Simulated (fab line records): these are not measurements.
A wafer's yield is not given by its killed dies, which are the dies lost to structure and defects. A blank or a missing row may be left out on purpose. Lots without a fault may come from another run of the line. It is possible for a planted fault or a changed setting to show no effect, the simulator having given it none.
fab line records ; flow nand_harc
record lots=12; wafers=36; last_day=33
route steps=1302 shown P_CONTACT@241 P_M0@268
lots with no fault: from the same line, run without faults
start_h: hours from the record's opening day to when the first of the lot's shown wafers began ; wait_h: hours elapsed since this lot's preceding step ; " same as the row above ; L1.1+2: one row covering several wafers at once ; - no value present, or no start provided ; * or withheld: withheld ; < > ~ a bound
route shown NAME@n: NAME is a module with steps in the file, n the number in the route of the first one ; usual: average and standard deviation across the fault-free wafers ; same: alike in all rows ; chamber/n: place in a boat ; sites: readings site by site ; _std_site: standard deviation across them ; _edge_site: outer sites' mean less inner sites' ; radius_mm: for every site, how far away it sits from the centre of the wafer ; mask NAME#n: copy n ; behind: the most recent tool/chamber to have shaped the wafer ; hold: what put the lot on hold/how long, in hours/how the hold closed ; device: the transistor (n, p or np) that didn't switch ; end of line: the tests these same wafers got at the end of their route ; for a step that has no rows: nothing shown but its recipe ; killed: count of dies lost to structure and defects at first sort (not the wafer's yield) ; map: a wafer's dies, x killed, . not, _ none there
set.NAME: the setting that was run; set.NAME@STEP: the one run at that earlier step ; model.NAME: the simulator's own value behind a step, which no gauge read
the route's steps for a sample of lots (tables are steps, rows are wafers)
services: a tool's chamber out of use, with start hour (start_h, from the record's first day; less than 0 if before it), hours out, and reason
## steps
# step NHARC_P_CONTACT_CD_MEAS_19
# usual cd_nm=89.8/2.1
lot.wafer;tool;chamber;start_h;wait_h;cd_nm
L399.1;cd_sem-01;-;131.04;-;89.4
L399.2;cd_sem-01;-;131.04;-;91.7
L399.5;cd_sem-01;-;131.04;-;92.6
L400.1;cd_sem-02;-;135.67;-;85.1
L400.3;cd_sem-02;-;135.67;-;84.9
L400.5;cd_sem-02;-;135.67;-;86.5
L402.1;cd_sem-01;-;154.27;-;91.1
L402.2;cd_sem-01;-;154.27;-;89.8
L402.4;cd_sem-01;-;154.27;-;91.6
L403.2;cd_sem-02;-;172.61;-;89.0
L403.3;cd_sem-02;-;172.61;-;87.4
L403.4;cd_sem-02;-;172.61;-;90.2
L406.2;cd_sem-03;-;195.85;-;90.3
L406.5;cd_sem-03;-;195.85;-;89.0
L406.6;cd_sem-03;-;195.85;-;91.1
L411.3;cd_sem-03;-;259.01;-;88.1
L411.4;cd_sem-03;-;259.01;-;88.1
L411.6;cd_sem-03;-;259.01;-;90.2
L413.1;cd_sem-02;-;264.17;-;92.4
L413.4;cd_sem-02;-;264.17;-;90.6
L413.6;cd_sem-02;-;264.17;-;88.1
L416.1;cd_sem-02;-;301.36;-;89.5
L416.3;cd_sem-02;-;301.36;-;88.0
L416.4;cd_sem-02;-;301.36;-;90.8
L418.3;cd_sem-03;-;322.01;-;92.4
L418.4;cd_sem-03;-;322.01;-;90.6
L418.6;cd_sem-03;-;322.01;-;90.2
L419.2;cd_sem-02;-;326.65;-;91.6
L419.3;cd_sem-02;-;326.65;-;89.5
L419.6;cd_sem-02;-;326.65;-;91.8
L420.3;cd_sem-03;-;339.46;-;88.4
L420.4;cd_sem-03;-;339.46;-;88.0
L420.6;cd_sem-03;-;339.46;-;91.2
L421.1;cd_sem-01;-;355.61;-;85.5
L421.3;cd_sem-01;-;355.61;-;92.9
L421.6;cd_sem-01;-;355.61;-;90.1
# step NHARC_P_CONTACT_CMP_24
# recipe t_overpolish_s=30; target_thk_nm=200
# usual motor_current_A=11.6/1.1; overpolish_run_s=30.000/0.0094; time_to_endpoint_s=40/3.5
# same t_overpolish_s=30
lot.wafer;tool;chamber;start_h;wait_h;motor_current_A;overpolish_run_s;time_to_endpoint_s
L399.1;cmp-03;1;132.95;0.6;10.8;29.987;41
L399.2;cmp-03;0;132.95;0.6;12.8;29.985;42
L399.5;cmp-03;2;132.95;0.6;10.2;30.002;38
L400.1;cmp-03;3;137.48;0.5;12.2;30.003;40
L400.3;cmp-03;0;137.48;0.5;12.9;29.994;37
L400.5;cmp-03;0;137.48;0.5;12.7;30.002;37
L402.1;cmp-03;3;156.06;0.5;11.2;29.990;43
L402.2;cmp-03;1;156.06;0.5;10.5;29.998;43
L402.4;cmp-03;2;156.06;0.5;9.3;29.986;38
L403.3;cmp-02;2;174.52;0.3;11.8;29.996;35
L403.2;cmp-02;3;174.52;0.3;11.0;30.000;43
L403.4;cmp-02;0;174.52;0.3;13.4;30.012;32
L406.2;cmp-03;1;197.81;0.5;10.5;30.015;40
L406.6;cmp-03;2;197.81;0.5;9.2;30.005;35
L406.5;cmp-03;3;197.81;0.5;11.7;30.000;39
L411.4;cmp-02;0;260.88;0.3;13.4;29.999;34
L411.3;cmp-02;1;260.88;0.3;11.0;29.999;44
L411.6;cmp-02;3;260.88;0.3;11.8;29.995;46
L413.1;cmp-02;2;266.03;0.5;11.6;29.996;42
L413.4;cmp-02;3;266.03;0.5;11.8;30.013;44
L413.6;cmp-02;0;266.03;0.5;13.5;29.979;37
L416.3;cmp-03;3;303.78;0.7;12.2;30.002;42
L416.1;cmp-03;0;303.78;0.7;12.4;30.018;42
L416.4;cmp-03;1;303.78;0.7;10.5;29.998;44
L418.3;cmp-03;1;324.40;0.7;10.7;30.002;42
L418.4;cmp-03;3;324.40;0.7;11.3;30.001;42
L418.6;cmp-03;0;324.40;0.7;13.3;30.009;36
L419.3;cmp-03;2;328.48;0.4;9.8;29.992;38
L419.2;cmp-03;1;328.48;0.4;11.1;29.997;44
L419.6;cmp-03;3;328.48;0.4;12.7;30.021;44
L420.4;cmp-02;1;341.27;0.3;11.6;30.011;43
L420.3;cmp-02;3;341.27;0.3;11.8;29.994;43
L420.6;cmp-02;2;341.27;0.3;11.8;30.002;40
L421.3;cmp-03;0;357.43;0.3;13.0;30.005;46
L421.1;cmp-03;2;357.43;0.3;9.7;29.999;42
L421.6;cmp-03;1;357.43;0.3;10.2;30.012;47
# step NHARC_P_M0_ETCH_15
# recipe target_depth_a=1500; overetch_a=150; time_s=82.5; c4f8_flow_sccm=withheld; ar_flow_sccm=400; rf_w=600; bias_w=300; chemistry=C4F8/Ar
# usual bias_w=300.0/1; oes_product_au=0.957/0.023; rf_vpp_V=439/3.2
# same time_s=82.5
lot.wafer;tool;chamber;start_h;wait_h;bias_w;oes_product_au;rf_hours_counter_h;rf_vpp_V
L399.1;rie_diel-12;0;-;-;298.9;0.968;5;437
L399.2;rie_diel-12;3;-;-;300.3;0.976;4;444
L399.5;rie_diel-12;0;-;-;299.6;0.962;-;436
L400.3;rie_diel-12;1;-;-;300.2;0.979;6;437
L400.1;rie_diel-12;0;-;-;299.9;0.965;6;437
L400.5;rie_diel-12;2;-;-;297.4;0.960;-;438
L402.2;rie_diel-05;1;-;-;300.8;0.952;35;439
L402.1;rie_diel-05;3;-;-;299.0;0.942;34;435
L402.4;rie_diel-05;1;-;-;300.7;0.952;-;439
L403.3;rie_diel-10;1;-;-;300.7;0.940;33;445
L403.2;rie_diel-10;2;-;-;299.8;0.914;29;438
L403.4;rie_diel-10;3;-;-;299.8;0.907;32;441
L406.2;rie_diel-10;2;-;-;302.1;0.897;37;438
L406.6;rie_diel-10;1;-;-;298.6;0.938;-;446
L406.5;rie_diel-10;2;-;-;301.0;0.904;-;437
L411.4;rie_diel-12;0;-;-;299.7;0.981;28;436
L411.3;rie_diel-12;1;-;-;299.6;0.965;25;438
L411.6;rie_diel-12;0;-;-;300.1;0.993;-;437
L413.1;rie_diel-05;3;-;-;298.9;0.978;9;446
L413.4;rie_diel-05;0;-;-;301.4;0.963;7;442
L413.6;rie_diel-05;0;-;-;300.9;0.956;-;443
L416.4;rie_diel-10;3;-;-;297.6;0.928;15;441
L416.3;rie_diel-10;1;-;-;298.9;0.955;16;444
L416.1;rie_diel-10;2;-;-;300.6;0.936;16;436
L418.4;rie_diel-12;2;-;-;301.7;0.926;8;438
L418.3;rie_diel-12;3;-;-;302.6;0.931;9;444
L418.6;rie_diel-12;1;-;-;301.0;0.927;-;436
L419.3;rie_diel-05;2;-;-;299.7;0.976;26;441
L419.2;rie_diel-05;1;-;-;298.8;0.955;28;439
L419.6;rie_diel-05;3;-;-;300.7;0.965;-;445
L420.4;rie_diel-12;2;-;-;299.8;0.974;11;436
L420.3;rie_diel-12;3;-;-;300.5;0.972;12;444
L420.6;rie_diel-12;0;-;-;299.5;0.989;-;437
L421.1;rie_diel-12;1;-;-;298.2;0.951;11;437
L421.3;rie_diel-12;2;-;-;298.9;0.937;13;436
L421.6;rie_diel-12;2;-;-;298.3;0.949;-;436
# step NHARC_P_M0_ECD_22
# recipe target_thk_a=4000; bath_temp_c=25; material=Cu
lot.wafer;tool;chamber;start_h;wait_h
L399.1+2+5;ecd_cu-02;0,1,0;135.83;-
L400.1+3+5;ecd_cu-02;1,0,0;140.17;-
L402.1+2+4;ecd_cu-01;0,1,1;159.15;-
L403.2+3+4;ecd_cu-01;0,1,0;177.46;-
L406.2+5+6;ecd_cu-01;1,1,0;200.64;-
L411.3+4+6;ecd_cu-01;0,1,1;263.72;-
L413.1+4+6;ecd_cu-01;0;268.75;-
L416.1+3+4;ecd_cu-02;0,1,0;306.64;-
L418.4+3+6;ecd_cu-02;0,1,0;327.61;-
L419.2+3+6;ecd_cu-01;0,1,1;331.17;-
L420.4+3+6;ecd_cu-01;0,1,0;344.30;-
L421.1+3+6;ecd_cu-02;1,0,0;360.30;-
# step NHARC_P_M0_CMP_23
# recipe t_overpolish_s=20; target_thk_nm=117.54
# usual motor_current_A=11.4/1.1; time_to_endpoint_s=28/3.3
# same t_overpolish_s=20
lot.wafer;tool;chamber;start_h;wait_h;motor_current_A;time_to_endpoint_s
L399.2;cmp-01;3;136.60;-;11.3;26
L399.1;cmp-01;0;136.60;-;12.7;26
L399.5;cmp-01;1;136.60;-;10.7;24
L400.3;cmp-03;1;140.90;-;11.1;29
L400.1;cmp-03;2;140.90;-;9.9;24
L400.5;cmp-03;3;140.90;-;12.7;26
L402.2;cmp-04;2;159.87;-;11.6;27
L402.4;cmp-04;3;159.87;-;10.1;32
L402.1;cmp-04;0;159.87;-;10.0;25
L403.2;cmp-03;2;178.16;-;9.8;23
L403.3;cmp-03;3;178.16;-;12.1;25
L403.4;cmp-03;0;178.16;-;13.1;24
L406.2;cmp-03;2;201.39;-;9.9;25
L406.5;cmp-03;1;201.39;-;10.7;27
L406.6;cmp-03;2;201.39;-;10.1;22
L411.4;cmp-04;0;264.40;-;11.3;29
L411.3;cmp-04;1;264.40;-;13.0;45
L411.6;cmp-04;2;264.40;-;11.7;28
L413.1;cmp-01;1;269.50;-;10.1;35
L413.4;cmp-01;3;269.50;-;11.0;40
L413.6;cmp-01;1;269.50;-;10.4;36
L416.1;cmp-04;3;307.31;-;10.4;33
L416.3;cmp-04;0;307.31;-;10.6;29
L416.4;cmp-04;1;307.31;-;13.5;28
L418.4;cmp-04;0;328.59;-;11.1;27
L418.3;cmp-04;1;328.59;-;12.5;28
L418.6;cmp-04;2;328.59;-;11.7;26
L419.3;cmp-04;2;331.90;-;11.1;27
L419.2;cmp-04;3;331.90;-;9.9;33
L419.6;cmp-04;0;331.90;-;11.3;27
L420.3;cmp-03;3;345.05;-;11.4;31
L420.4;cmp-03;2;345.05;-;9.8;26
L420.6;cmp-03;0;345.05;-;12.4;31
L421.3;cmp-04;3;361.01;-;10.2;33
L421.1;cmp-04;2;361.01;-;11.5;25
L421.6;cmp-04;0;361.01;-;10.9;24
## services
tool;chamber;start_h;hours;kind
cmp-04;-;114.97;4.0;pm
rie_diel-12;2;120.26;7.1;repair
cmp-04;-;125.39;3.4;repair
rie_diel-12;-;141.10;0.7;repair
rie_diel-12;1;154.89;14.6;repair
ecd_cu-01;-;160.00;8.0;pm
cmp-03;-;162.00;4.0;pm
cmp-03;-;181.84;0.4;repair
ecd_cu-01;-;186.14;2.1;repair
ecd_cu-01;-;190.55;3.2;repair
ecd_cu-02;-;199.72;1.4;repair
cmp-04;-;212.97;4.0;pm
ecd_cu-02;-;216.61;5.5;repair
cmp-04;-;240.30;1.3;repair
cmp-03;-;259.29;21.3;repair
rie_diel-12;-;268.40;9.0;pm
cmp-04;-;284.25;1.8;repair
cmp-04;-;296.28;1.0;repair
cmp-03;-;310.27;0.2;repair
cmp-04;-;310.97;4.0;pm
rie_diel-12;1;332.74;8.1;repair
ecd_cu-01;-;336.20;8.0;pm
cmp-04;-;344.96;1.3;repair
cmp-04;-;348.87;1.3;repair
## key
first_sign step=NHARC_P_M0_CMP_23; reading=time_to_endpoint_s; direction=up; sigmas=3.2; usual=*; struck=*
effect none on later readings
met_at NHARC_P_M0_ECD_22
struck_lots L411,L413
struck_wafers L411.3,L413.1,L413.4,L413.6
not_acting_at NHARC_P_CONTACT_CD_MEAS_19,NHARC_P_CONTACT_CMP_24,NHARC_P_M0_ETCH_15
onset_between 200.64 263.72
fault kind=process_parameter_drift; tool=ecd_cu-01; chamber=0; onset_h=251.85; steps=NHARC_P_M0_ECD_22; channel=target_thk_a; offset=*; shape=step; end_h=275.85; acts_in=*; stated=*
